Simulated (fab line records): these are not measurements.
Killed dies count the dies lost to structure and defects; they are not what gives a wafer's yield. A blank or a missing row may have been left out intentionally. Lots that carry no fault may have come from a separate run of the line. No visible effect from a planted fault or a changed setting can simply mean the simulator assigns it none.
Which tool did it?	flow nandHarc	24 lots with 72 wafers sampled at 6 steps, on a route of 1159 steps

WHAT THE GAUGES READ, wafer by wafer
No reading from a measuring or inspecting step in the record can be judged against a usual standard deviation.

WHICH TOOL RAN EACH LOT (tool, then ch and the chambers of the sampled wafers, then the start)
lot	NHARC_A_SGD_CUT_ETCHBACK_24	NHARC_A_CONTACT_DEP_29	NHARC_A_BLC_ETCH_18	NHARC_A_BLC_ALD_23	NHARC_A_M1_ETCH_28	NHARC_A_M1_ANNEAL_31
L075	rieDiel-07 ch 0,1, day 14 05:38	pecvd-04 ch 0,2, day 16 06:00	rieDiel-12 ch 0,1,3, day 17 14:48 or earlier	aldMetal-03 ch 0,1,2, day 17 14:48	rieDiel-13 ch 0,1,2, day 17 22:47 or earlier	rtpAnneal-02 ch 0, day 17 22:47
L074	rieDiel-12 ch 0,1,3, day 14 05:40	pecvd-01 ch 1,2, day 16 06:20	rieDiel-12 ch 0,1, day 17 08:51	aldMetal-04 ch 2,3, day 17 10:05	rieDiel-02 ch 1,2, day 17 20:30 or earlier	rtpAnneal-02 ch 0, day 17 20:30
L076	rieDiel-03 ch 0,1,3, day 14 05:48	pecvd-03 ch 0,1,2, day 16 08:52	rieDiel-12 ch 1,3, day 17 14:03 or earlier	aldMetal-02 ch 1,2, day 17 14:03	rieDiel-10 ch 1,3, day 17 22:23 or earlier	rtpAnneal-01 ch 0, day 17 22:23
L077	rieDiel-03 ch 1,2, day 14 19:47	pecvd-01 ch 0,2, day 16 19:14	rieDiel-12 ch 0,1,3, day 17 17:22 or earlier	aldMetal-02 ch 0,3, day 17 17:22	rieDiel-10 ch 0,2, day 18 01:32 or earlier	rtpAnneal-02 ch 0, day 18 01:32
L079	rieDiel-12 ch 0,2,3, day 14 19:47	pecvd-03 ch 1,2, day 17 00:10	rieDiel-12 ch 0,2,3, day 17 23:26 or earlier	aldMetal-03 ch 0,3, day 17 23:26	rieDiel-02 ch 0,1,2, day 18 07:25 or earlier	rtpAnneal-02 ch 0, day 18 07:25
L078	rieDiel-07 ch 0,1,3, day 15 02:48	pecvd-03 ch 0,2, day 17 05:08	rieDiel-03 ch 1,2,3, day 18 05:37 or earlier	aldMetal-02 ch 0,1,2, day 18 05:37	rieDiel-13 ch 0,1,3, day 18 19:00 or earlier	rtpAnneal-01 ch 0, day 18 19:00
L080	rieDiel-03 ch 2,3, day 15 12:14	pecvd-01 ch 0,1, day 17 10:17	rieDiel-05 ch 0,1,2, day 18 15:08 or earlier	aldMetal-03 ch 1,2,3, day 18 15:08	rieDiel-13 ch 1,2,3, day 18 23:56 or earlier	rtpAnneal-02 ch 0, day 18 23:56
L081	rieDiel-03 ch 0,1,2, day 15 20:22	pecvd-01 ch 0,1,2, day 17 21:44	rieDiel-12 ch 1,3, day 19 00:59 or earlier	aldMetal-04 ch 1,2, day 19 00:59	rieDiel-13 ch 0,2,3, day 19 10:34 or earlier	rtpAnneal-01 ch 0, day 19 10:34
L082	rieDiel-03 ch 2,3, day 16 06:28	pecvd-03 ch 0,1,2, day 18 11:26	rieDiel-03 ch 1,2,3, day 19 15:08 or earlier	aldMetal-02 ch 0,3, day 19 15:08	rieDiel-02 ch 0,2,3, day 20 00:30 or earlier	rtpAnneal-02 ch 0, day 20 00:30
L083	rieDiel-07 ch 0,2,3, day 16 06:30	pecvd-03 ch 0,2, day 18 16:45	rieDiel-12 ch 2,3, day 19 18:44 or earlier	aldMetal-02 ch 1,2,3, day 19 18:44	rieDiel-10 ch 0,3, day 20 06:14 or earlier	rtpAnneal-02 ch 0, day 20 06:14
L084	rieDiel-12 ch 0,1,2, day 16 06:31	pecvd-03 ch 0,2, day 18 14:44	rieDiel-03 ch 0,1,2, day 19 18:24 or earlier	aldMetal-04 ch 1,2,3, day 19 18:24	rieDiel-02 ch 0,2,3, day 20 05:43 or earlier	rtpAnneal-01 ch 0, day 20 05:43
L086	rieDiel-12 ch 0,1, day 17 04:41	pecvd-03 ch 0,1, day 19 06:16	rieDiel-03 ch 2,3, day 20 05:26 or earlier	aldMetal-03 ch 0,1,2, day 20 05:26	rieDiel-02 ch 0,2,3, day 20 13:36 or earlier	rtpAnneal-01 ch 0, day 20 13:36
L087	rieDiel-03 ch 0,1,3, day 17 04:41	pecvd-04 ch 0,1,2, day 19 01:22	rieDiel-12 ch 0,3, day 20 03:00 or earlier	aldMetal-04 ch 0,1,3, day 20 03:00	rieDiel-13 ch 0,2,3, day 20 11:12 or earlier	rtpAnneal-02 ch 0, day 20 11:12
L088	rieDiel-07 ch 0,1,2, day 17 04:41	pecvd-01 ch 1,2, day 19 01:17	rieDiel-03 ch 1,2, day 20 02:15 or earlier	aldMetal-02 ch 0,3, day 20 02:15	rieDiel-02 ch 0,3, day 20 10:29 or earlier	rtpAnneal-01 ch 0, day 20 10:29
L085	rieDiel-12 ch 0,1,3, day 17 14:34	pecvd-03 ch 0,1,2, day 19 15:49	rieDiel-12 ch 0,1,3, day 20 16:14 or earlier	aldMetal-03 ch 0,1,2, day 20 16:14	rieDiel-10 ch 1,2,3, day 21 00:38 or earlier	rtpAnneal-02 ch 0, day 21 00:38
L089	rieDiel-07 ch 2,3, day 17 14:37	pecvd-01 ch 0,1, day 19 15:43	rieDiel-03 ch 2,3, day 20 15:56 or earlier	aldMetal-04 ch 0,2,3, day 20 15:56	rieDiel-10 ch 1,2,3, day 21 00:35 or earlier	rtpAnneal-01 ch 0, day 21 00:35
L090	rieDiel-12 ch 0,2,3, day 18 02:50	pecvd-03 ch 0,2, day 20 03:41	rieDiel-12 ch 0,1, day 21 14:47 or earlier	aldMetal-04 ch 1,2,3, day 21 14:47	rieDiel-13 ch 1,2,3, day 21 22:53 or earlier	rtpAnneal-02 ch 0, day 21 22:53
L091	rieDiel-03 ch 0,1,2, day 18 02:50	pecvd-03 ch 0,2, day 20 01:56	rieDiel-12 ch 1,2, day 20 23:49 or earlier	aldMetal-02 ch 1,2,3, day 20 23:49	rieDiel-13 ch 0,3, day 21 18:34 or earlier	rtpAnneal-02 ch 0, day 21 18:34
L093	rieDiel-03 ch 1,2,3, day 18 18:41	pecvd-01 ch 0,1,2, day 20 15:51	rieDiel-12 ch 1,2,3, day 21 22:40 or earlier	aldMetal-02 ch 0,1, day 21 22:40	rieDiel-13 ch 0,2,3, day 22 09:28 or earlier	rtpAnneal-01 ch 0, day 22 09:28
L092	rieDiel-12 ch 0,1, day 18 18:51	pecvd-04 ch 0,2, day 20 16:34	rieDiel-03 ch 2,3, day 21 23:26 or earlier	aldMetal-04 ch 0,3, day 21 23:26	rieDiel-13 ch 1,2,3, day 22 10:15 or earlier	rtpAnneal-02 ch 0, day 22 10:15
L094	rieDiel-07 ch 2,3, day 19 02:19	pecvd-01 ch 0,1,2, day 21 07:09	rieDiel-12 ch 0,1, day 22 07:17 or earlier	aldMetal-03 ch 0,1, day 22 07:17	rieDiel-10 ch 1,3, day 22 16:02 or earlier	rtpAnneal-02 ch 0, day 22 16:02
L097	rieDiel-12 ch 0,3, day 19 22:47	pecvd-04 ch 0,1, day 21 21:47	rieDiel-03 ch 0,2,3, day 22 21:55 or earlier	aldMetal-04 ch 1,3, day 22 21:55	rieDiel-02 ch 1,2,3, day 23 09:05 or earlier	rtpAnneal-02 ch 0, day 23 09:05
L095	rieDiel-03 ch 1,2, day 20 07:02	pecvd-03 ch 0,1,2, day 22 12:43	rieDiel-03 ch 0,1,3, day 23 16:49 or earlier	aldMetal-03 ch 0,1,3, day 23 16:49	rieDiel-10 ch 0,2,3, day 24 02:02 or earlier	rtpAnneal-02 ch 0, day 24 02:02
L096	rieDiel-12 ch 0,3, day 20 07:11	pecvd-03 ch 0,2, day 22 16:43	rieDiel-12 ch 0,2, day 23 21:37 or earlier	aldMetal-04 ch 0,2,3, day 23 21:37	rieDiel-10 ch 0,1,2, day 24 09:43 or earlier	rtpAnneal-01 ch 0, day 24 09:43
- NHARC_A_SGD_CUT_ETCHBACK_24: etches the open film in CH3F/O2, target depth 50 nm, time 92.857 s.
- NHARC_A_CONTACT_DEP_29: deposits SiON, target thk 70 nm.
- NHARC_A_BLC_ETCH_18: etches the open film in C4F8/O2/Ar, target depth 910 nm.
- NHARC_A_BLC_ALD_23: deposits TiN, target thk 3 nm, pulse time 1 s, ald cycles 150.
- NHARC_A_M1_ETCH_28: etches the open film in CF4/N2, target depth 30 nm, time 72.99 s.
- NHARC_A_M1_ANNEAL_31: time 90 s.

AS READ BY THE TOOLS THEMSELVES (means over the sampled wafers that have a number; for cases with no such wafer, the mark the record gives instead)
NHARC_A_SGD_CUT_ETCHBACK_24. Usual: drypumpMotorCurrentA 5.7 A, standard deviation 0.48; oesProductAu 0.97 a.u., standard deviation 0.037; rfVppV 243.6 V, standard deviation 1.6; showerheadPlenumPTorr 2.41 Torr, standard deviation 0.1; throttleValvePct 20.664 %, standard deviation 0.0084.
lot	tool	drypumpMotorCurrentA (A)	oesProductAu (a.u.)	rfVppV (V)	showerheadPlenumPTorr (Torr)	throttleValvePct (%)	flag
L075	rieDiel-07	5.6	0.93	243.2	2.38	20.655	
L074	rieDiel-12	5.3	1.00	242.8	2.35	20.659	
L076	rieDiel-03	5.5	1.00	243.7	2.41	20.663	
L077	rieDiel-03	5.7	0.92	244.2	2.42	20.659	
L079	rieDiel-12	5.6	1.00	244.7	2.42	20.659	
L078	rieDiel-07	5.9	0.93	242.9	2.39	20.665	
L080	rieDiel-03	5.9	0.98	246.0	2.55	20.662	
L081	rieDiel-03	5.7	0.92	244.1	2.39	20.667	
L082	rieDiel-03	6.1	0.99	245.3	2.53	20.668	
L083	rieDiel-07	6.2	1.00	244.1	2.43	20.661	
L084	rieDiel-12	5.7	0.99	243.9	2.42	20.662	
L086	rieDiel-12	5.3	1.00	243.1	2.35	20.667	
L087	rieDiel-03	5.5	0.91	243.3	2.41	20.663	
L088	rieDiel-07	5.9	1.00	243.3	2.42	20.663	
L085	rieDiel-12	5.3	1.01	243.0	2.35	20.662	
L089	rieDiel-07	6.6	0.93	242.5	2.37	20.665	
L090	rieDiel-12	5.6	0.92	243.8	2.42	20.669	
L091	rieDiel-03	5.7	0.92	243.3	2.39	20.660	
L093	rieDiel-03	5.8	0.93	244.5	2.48	20.659	
L092	rieDiel-12	5.4	1.01	242.8	2.35	20.654	
L094	rieDiel-07	6.6	0.93	242.4	2.37	20.673	
L097	rieDiel-12	5.5	0.99	242.4	2.33	20.667	
L095	rieDiel-03	5.7	1.00	243.9	2.41	20.659	
L096	rieDiel-12	5.5	0.98	241.8	2.33	20.659	

NHARC_A_CONTACT_DEP_29. Usual: heaterPowerW 782 W, standard deviation 75.
lot	tool	heaterPowerW (W)	flag
L075	pecvd-04	771	
L074	pecvd-01	849	
L076	pecvd-03	785	
L077	pecvd-01	825	
L079	pecvd-03	844	
L078	pecvd-03	703	
L080	pecvd-01	922	
L081	pecvd-01	810	
L082	pecvd-03	793	
L083	pecvd-03	792	
L084	pecvd-03	762	
L086	pecvd-03	802	
L087	pecvd-04	684	
L088	pecvd-01	785	
L085	pecvd-03	780	
L089	pecvd-01	835	
L090	pecvd-03	740	
L091	pecvd-03	771	
L093	pecvd-01	810	
L092	pecvd-04	737	
L094	pecvd-01	749	
L097	pecvd-04	744	
L095	pecvd-03	792	
L096	pecvd-03	795	

NHARC_A_BLC_ETCH_18. Usual: oesProductAu 0.951 a.u., standard deviation 0.023; rfVppV 976 V, standard deviation 5.9.
lot	tool	oesProductAu (a.u.)	rfVppV (V)	flag
L075	rieDiel-12	0.950	973	
L074	rieDiel-12	1.004	970	
L076	rieDiel-12	0.958	974	
L077	rieDiel-12	0.958	972	
L079	rieDiel-12	0.963	976	
L078	rieDiel-03	0.966	979	
L080	rieDiel-05	0.965	972	
L081	rieDiel-12	0.974	972	
L082	rieDiel-03	0.969	980	
L083	rieDiel-12	0.969	981	
L084	rieDiel-03	0.958	974	
L086	rieDiel-03	0.962	983	
L087	rieDiel-12	0.943	971	
L088	rieDiel-03	0.939	976	
L085	rieDiel-12	0.925	971	
L089	rieDiel-03	0.950	982	
L090	rieDiel-12	0.927	970	
L091	rieDiel-12	0.984	977	
L093	rieDiel-12	0.925	977	
L092	rieDiel-03	0.916	983	
L094	rieDiel-12	0.989	973	
L097	rieDiel-03	0.921	978	
L095	rieDiel-03	0.925	975	
L096	rieDiel-12	0.916	975	

NHARC_A_BLC_ALD_23. Usual: heaterPowerW 1110 W, standard deviation 100; precursorPulseHeightRel 1.001, standard deviation 0.019.
lot	tool	heaterPowerW (W)	precursorPulseHeightRel	flag
L075	aldMetal-03	1048	0.989	
L074	aldMetal-04	1136	0.995	
L076	aldMetal-02	1264	1.007	
L077	aldMetal-02	1107	0.996	
L079	aldMetal-03	1002	0.995	
L078	aldMetal-02	1213	1.016	
L080	aldMetal-03	1047	0.998	
L081	aldMetal-04	1082	1.004	
L082	aldMetal-02	1096	0.984	
L083	aldMetal-02	1278	1.022	
L084	aldMetal-04	1104	0.986	
L086	aldMetal-03	1024	1.009	
L087	aldMetal-04	1086	0.997	
L088	aldMetal-02	1113	1.005	
L085	aldMetal-03	1027	0.994	
L089	aldMetal-04	1082	1.014	
L090	aldMetal-04	1109	1.004	
L091	aldMetal-02	1273	1.011	
L093	aldMetal-02	1206	0.992	
L092	aldMetal-04	1077	1.003	
L094	aldMetal-03	1003	1.004	
L097	aldMetal-04	1100	0.998	
L095	aldMetal-03	1023	0.985	
L096	aldMetal-04	1098	0.997	

NHARC_A_M1_ETCH_28. Usual: drypumpMotorCurrentA 5.8 A, standard deviation 0.34; oesProductAu 0.999 a.u., standard deviation 0.01; rfVppV 314.4 V, standard deviation 2.2; showerheadPlenumPTorr 2.65 Torr, standard deviation 0.12; throttleValvePct 19.794 %, standard deviation 0.0081.
lot	tool	drypumpMotorCurrentA (A)	oesProductAu (a.u.)	rfVppV (V)	showerheadPlenumPTorr (Torr)	throttleValvePct (%)	flag
L075	rieDiel-13	5.5	0.995	314.5	2.65	19.788	
L074	rieDiel-02	6.0	0.992	312.8	2.56	19.790	
L076	rieDiel-10	6.1	1.000	316.3	2.70	19.789	
L077	rieDiel-10	6.1	0.991	312.9	2.59	19.797	
L079	rieDiel-02	5.8	1.001	314.5	2.64	19.793	
L078	rieDiel-13	5.6	1.002	314.0	2.69	19.802	
L080	rieDiel-13	5.6	1.010	314.2	2.59	19.791	
L081	rieDiel-13	5.4	0.996	314.0	2.64	19.791	
L082	rieDiel-02	5.7	1.009	315.5	2.74	19.793	
L083	rieDiel-10	6.2	0.996	313.6	2.63	19.796	
L084	rieDiel-02	5.7	1.007	316.2	2.74	19.794	
L086	rieDiel-02	5.7	1.010	316.0	2.74	19.792	
L087	rieDiel-13	5.3	1.000	314.6	2.64	19.799	
L088	rieDiel-02	5.8	1.011	316.2	2.73	19.791	
L085	rieDiel-10	6.0	0.987	314.7	2.65	19.804	
L089	rieDiel-10	6.0	0.998	315.2	2.65	19.798	
L090	rieDiel-13	5.6	1.000	312.9	2.59	19.800	
L091	rieDiel-13	5.4	1.004	315.6	2.74	19.794	
L093	rieDiel-13	5.4	0.999	314.4	2.64	19.795	
L092	rieDiel-13	5.6	1.007	313.2	2.58	19.794	
L094	rieDiel-10	5.9	0.996	316.9	2.76	19.788	
L097	rieDiel-02	5.9	0.996	313.4	2.66	19.795	
L095	rieDiel-10	6.1	0.988	314.2	2.59	19.792	
L096	rieDiel-10	6.0	0.999	315.0	2.66	19.798	

NHARC_A_M1_ANNEAL_31. Usual: wafer_temp_C_max 225.71, standard deviation 0.28.
lot	tool	wafer_temp_C_max	flag
L075	rtpAnneal-02	225.67	
L074	rtpAnneal-02	225.42	
L076	rtpAnneal-01	226.07	
L077	rtpAnneal-02	225.44	
L079	rtpAnneal-02	225.54	
L078	rtpAnneal-01	226.04	
L080	rtpAnneal-02	225.61	
L081	rtpAnneal-01	226.16	
L082	rtpAnneal-02	225.53	
L083	rtpAnneal-02	225.68	
L084	rtpAnneal-01	225.91	
L086	rtpAnneal-01	225.86	
L087	rtpAnneal-02	225.72	
L088	rtpAnneal-01	226.02	
L085	rtpAnneal-02	225.65	
L089	rtpAnneal-01	225.71	
L090	rtpAnneal-02	225.53	
L091	rtpAnneal-02	225.40	
L093	rtpAnneal-01	226.12	
L092	rtpAnneal-02	225.64	
L094	rtpAnneal-02	225.60	
L097	rtpAnneal-02	225.52	
L095	rtpAnneal-02	225.47	
L096	rtpAnneal-01	225.99	

THE ANSWER, worked out from the rows above alone
Rule: take the mean of a lot's wafers that have a number; if it is more than 3 standard deviations from the usual mean, the lot is off. Also off: a lot with no number at a reading for which 4 or more lots have one. All remaining lots with rows at the step are treated as sound. The gauges are gone through in route order, then the tools' own readings, and for those a lot's mean is taken as printed above. The first step at which some lot is off is used, and at that step the reading that is off furthest; a lot without a number counts as furthest.
Nothing can be told from this: no lot is off at any reading shown.

WHAT HAD BEEN PUT IN BY THE SIMULATOR
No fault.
